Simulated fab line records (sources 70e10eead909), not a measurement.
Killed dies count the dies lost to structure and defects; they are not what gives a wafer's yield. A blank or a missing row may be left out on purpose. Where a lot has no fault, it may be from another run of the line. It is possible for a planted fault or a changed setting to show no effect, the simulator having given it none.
Chamber matching -- flow nandHarc -- NHARC_A_STAIRCASE_TRIM_196 on rieDiel-08 has 4 sister chambers
The step chemistry O2, time 211.2 s. 8 wafers are shown with their chamber, then 10 later ones without.

## WAFERS WITH THEIR CHAMBER
wafer,chamber,showerheadPlenumPTorr (Torr),drypumpMotorCurrentA (A)
L076.2,2,3.32,6.3
L076.4,0,3.65,6.0
L076.5,3,3.63,6.3
L076.6,0,3.65,6.0
L081.1,3,3.63,6.4
L081.6,1,3.62,6.5
L083.3,1,3.61,6.5
L083.4,2,3.32,6.3

## WAFERS WITHOUT THEIR CHAMBER
wafer,showerheadPlenumPTorr (Torr),drypumpMotorCurrentA (A)
L083.5,3.63,6.4
L084.2,3.31,6.3
L084.4,3.62,6.3
L084.5,3.62,6.3
L094.3,3.60,6.5
L094.5,3.30,6.3
L094.6,3.61,6.4
L095.2,3.60,6.4
L095.3,3.30,6.3
L095.5,3.30,6.3

## WHICH CHAMBER EACH ONE RAN IN
wafer,from the rows above,in truth
L083.5,3,3
L084.2,2,2
L084.4,3,3
L084.5,3,3
L094.3,1,1
L094.5,2,2
L094.6,1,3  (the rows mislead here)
L095.2,1,1
L095.3,2,2
L095.5,2,2
Correctly placed: 9 of 10. Can't be placed from these rows: 0. Wrongly placed: 1.
How it was worked out, from the rows above alone: a wafer's distance from a chamber is the root of the sum, over the readings, of the square of ((its reading less the chamber's mean) divided by the reading's scatter). The wafer belongs to the nearest chamber; if the next one is less than 2 further off, it can't be placed. Each chamber's mean is taken over the wafers shown for it. The scatter: the root of (the sum of the squares of (reading less its chamber's mean) over the shown wafers, divided by (wafers less chambers)).
